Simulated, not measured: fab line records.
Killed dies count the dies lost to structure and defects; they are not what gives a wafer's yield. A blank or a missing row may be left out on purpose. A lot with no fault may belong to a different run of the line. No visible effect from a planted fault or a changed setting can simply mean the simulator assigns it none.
Lot-split experiment || flow n5_finfet || route with 1938 steps; 7 lots, 21 wafers read

THE SPLIT ITSELF
At N5_BEOL_M0_SAQP_PECVD_97 (deposits SiNx from SiH4/NH3/N2, target thk 23 nm, time 19.9 s), the setting time_s was moved away from the recipe's 19.9 s on 10 of the 21 wafers read, by -14.5% to +11.4%. All remaining wafers had this setting at the recipe value.

The reading comes from the split's own step.

THE READING
SiNx_of_BEOL_M0_SAQP_PECVD_97.thk_nm (the simulator's own value, which no gauge read), in nm, at N5_BEOL_M0_SAQP_PECVD_97 (deposits SiNx from SiH4/NH3/N2, target thk 23 nm, time 19.9 s). The file gives no usual value for it. Here, 11 wafers ran the recipe; their average is 22.9 nm with a standard deviation of 0.31 nm.

{"wafer": "L074.2", "tool, chamber at the split": "pecvd-01, 1,0,0", "time_s as run, s": 19.9, "against the recipe": "recipe", "SiNx_of_BEOL_M0_SAQP_PECVD_97.thk_nm, nm": 23, "against lot-mates on the recipe": "-"}
{"wafer": "L074.3", "tool, chamber at the split": "pecvd-01, 1,0,0", "time_s as run, s": 19.9, "against the recipe": "recipe", "SiNx_of_BEOL_M0_SAQP_PECVD_97.thk_nm, nm": 23, "against lot-mates on the recipe": "-"}
{"wafer": "L074.5", "tool, chamber at the split": "pecvd-01, 1,0,0", "time_s as run, s": 19.9, "against the recipe": "recipe", "SiNx_of_BEOL_M0_SAQP_PECVD_97.thk_nm, nm": 23, "against lot-mates on the recipe": "-"}
{"wafer": "L081.3", "tool, chamber at the split": "pecvd-03, 0", "time_s as run, s": 19.9, "against the recipe": "recipe", "SiNx_of_BEOL_M0_SAQP_PECVD_97.thk_nm, nm": 23, "against lot-mates on the recipe": "-"}
{"wafer": "L081.4", "tool, chamber at the split": "pecvd-03, 2", "time_s as run, s": 17.01, "against the recipe": "-14.5%", "SiNx_of_BEOL_M0_SAQP_PECVD_97.thk_nm, nm": 20, "against lot-mates on the recipe": -3.3}
{"wafer": "L081.5", "tool, chamber at the split": "pecvd-03, 0", "time_s as run, s": 19.9, "against the recipe": "recipe", "SiNx_of_BEOL_M0_SAQP_PECVD_97.thk_nm, nm": 23.6, "against lot-mates on the recipe": "-"}
{"wafer": "L084.1", "tool, chamber at the split": "pecvd-04, 0", "time_s as run, s": 19.9, "against the recipe": "recipe", "SiNx_of_BEOL_M0_SAQP_PECVD_97.thk_nm, nm": 22.8, "against lot-mates on the recipe": "-"}
{"wafer": "L084.4", "tool, chamber at the split": "pecvd-04, 1", "time_s as run, s": 21.06, "against the recipe": "+5.8%", "SiNx_of_BEOL_M0_SAQP_PECVD_97.thk_nm, nm": 24, "against lot-mates on the recipe": "+1.2"}
{"wafer": "L084.6", "tool, chamber at the split": "pecvd-04, 0", "time_s as run, s": 21.06, "against the recipe": "+5.8%", "SiNx_of_BEOL_M0_SAQP_PECVD_97.thk_nm, nm": 24.4, "against lot-mates on the recipe": "+1.6"}
{"wafer": "L088.2", "tool, chamber at the split": "pecvd-04, 2", "time_s as run, s": 19.9, "against the recipe": "recipe", "SiNx_of_BEOL_M0_SAQP_PECVD_97.thk_nm, nm": 22.4, "against lot-mates on the recipe": "-"}
{"wafer": "L088.5", "tool, chamber at the split": "pecvd-04, 0", "time_s as run, s": 17.08, "against the recipe": "-14.2%", "SiNx_of_BEOL_M0_SAQP_PECVD_97.thk_nm, nm": 19.6, "against lot-mates on the recipe": -2.8}
{"wafer": "L088.6", "tool, chamber at the split": "pecvd-04, 1", "time_s as run, s": 17.08, "against the recipe": "-14.2%", "SiNx_of_BEOL_M0_SAQP_PECVD_97.thk_nm, nm": 20, "against lot-mates on the recipe": -2.4}
{"wafer": "L089.2", "tool, chamber at the split": "pecvd-03, 0", "time_s as run, s": 22.16, "against the recipe": "+11.4%", "SiNx_of_BEOL_M0_SAQP_PECVD_97.thk_nm, nm": 25, "against lot-mates on the recipe": "+2.0"}
{"wafer": "L089.5", "tool, chamber at the split": "pecvd-03, 0", "time_s as run, s": 22.16, "against the recipe": "+11.4%", "SiNx_of_BEOL_M0_SAQP_PECVD_97.thk_nm, nm": 25.2, "against lot-mates on the recipe": "+2.2"}
{"wafer": "L089.6", "tool, chamber at the split": "pecvd-03, 1", "time_s as run, s": 19.9, "against the recipe": "recipe", "SiNx_of_BEOL_M0_SAQP_PECVD_97.thk_nm, nm": 23, "against lot-mates on the recipe": "-"}
{"wafer": "L092.1", "tool, chamber at the split": "pecvd-04, 2", "time_s as run, s": 18.03, "against the recipe": "-9.4%", "SiNx_of_BEOL_M0_SAQP_PECVD_97.thk_nm, nm": 20.4, "against lot-mates on the recipe": -2.5}
{"wafer": "L092.3", "tool, chamber at the split": "pecvd-04, 1", "time_s as run, s": 19.9, "against the recipe": "recipe", "SiNx_of_BEOL_M0_SAQP_PECVD_97.thk_nm, nm": 22.8, "against lot-mates on the recipe": "-"}
{"wafer": "L092.4", "tool, chamber at the split": "pecvd-04, 2", "time_s as run, s": 19.9, "against the recipe": "recipe", "SiNx_of_BEOL_M0_SAQP_PECVD_97.thk_nm, nm": 23, "against lot-mates on the recipe": "-"}
{"wafer": "L093.1", "tool, chamber at the split": "pecvd-03, 1", "time_s as run, s": 19.9, "against the recipe": "recipe", "SiNx_of_BEOL_M0_SAQP_PECVD_97.thk_nm, nm": 22.4, "against lot-mates on the recipe": "-"}
{"wafer": "L093.5", "tool, chamber at the split": "pecvd-03, 1", "time_s as run, s": 17.73, "against the recipe": "-10.9%", "SiNx_of_BEOL_M0_SAQP_PECVD_97.thk_nm, nm": 20.6, "against lot-mates on the recipe": -1.8}
{"wafer": "L093.6", "tool, chamber at the split": "pecvd-03, 2", "time_s as run, s": 17.73, "against the recipe": "-10.9%", "SiNx_of_BEOL_M0_SAQP_PECVD_97.thk_nm, nm": 20.4, "against lot-mates on the recipe": -2.0}
Rows listing several chambers each stand for several wafers; the file does not say which wafer went through which chamber.

FIT RESULTS
A straight line over all 21 wafers: SiNx_of_BEOL_M0_SAQP_PECVD_97.thk_nm changes by +0.213 nm for each +1% of time_s; r = +0.99; the points scatter about the line by 0.29 nm.
The same after taking each lot's own level away (the mean of its wafers on the recipe; 21 wafers): +0.198 nm for each +1%; r = +0.99; scatter 0.27 nm.
On that fit, the largest move of time_s shifts the reading by 2.9 nm.
The span of the lots' own levels, 22.40 to 23.30 nm, comes to 2.9 times the standard deviation stated above.
So the lot-to-lot level changes the slope little: the two slopes agree.
Check: -2.78 nm against its lot-mates is what the line predicts for one of the wafers moved furthest among these (-14.5%) when that wafer is left out of the fit. It came out at -3.3 nm against them.

FURTHER SPLITS ON THESE WAFERS
Other splits were also applied to these wafers ahead of the reading. Each is held against what the fit with the lots' levels taken away leaves over:
{"other split on the same wafers": "N5_DUMMY_GATE_ETCH_31 target_depth_a", "wafers away from the commonest value": 11, "r with SiNx_of_BEOL_M0_SAQP_PECVD_97.thk_nm (lot level and that fit taken away)": -0.03}
{"other split on the same wafers": "N5_SD_EPI_N_PEB_07 peb_time_s", "wafers away from the commonest value": 10, "r with SiNx_of_BEOL_M0_SAQP_PECVD_97.thk_nm (lot level and that fit taken away)": -0.25}
{"other split on the same wafers": "N5_SD_EPI_N_ETCH_16 target_depth_a", "wafers away from the commonest value": 5, "r with SiNx_of_BEOL_M0_SAQP_PECVD_97.thk_nm (lot level and that fit taken away)": -0.25}
{"other split on the same wafers": "N5_SD_EPI_P_ETCH_16 target_depth_a", "wafers away from the commonest value": 5, "r with SiNx_of_BEOL_M0_SAQP_PECVD_97.thk_nm (lot level and that fit taken away)": "+0.28"}
{"other split on the same wafers": "N5_SD_EPI_P_EPI_21 temp_c", "wafers away from the commonest value": 6, "r with SiNx_of_BEOL_M0_SAQP_PECVD_97.thk_nm (lot level and that fit taken away)": -0.18}
{"other split on the same wafers": "N5_MOL_CONTACT_COAG_VIA_ETCH_46 bias_w", "wafers away from the commonest value": 13, "r with SiNx_of_BEOL_M0_SAQP_PECVD_97.thk_nm (lot level and that fit taken away)": -0.15}
{"other split on the same wafers": "N5_MOL_CONTACT_COAG_COAT_64 spin_rpm", "wafers away from the commonest value": 11, "r with SiNx_of_BEOL_M0_SAQP_PECVD_97.thk_nm (lot level and that fit taken away)": -0.14}
{"other split on the same wafers": "N5_BEOL_M0_SAQP_PECVD_00 time_s", "wafers away from the commonest value": 6, "r with SiNx_of_BEOL_M0_SAQP_PECVD_97.thk_nm (lot level and that fit taken away)": "+0.19"}

FILE'S OWN FIT
SiNx_of_BEOL_M0_SAQP_PECVD_97.thk_nm changes by +0.206 nm for each +1% of time_s, r = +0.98.
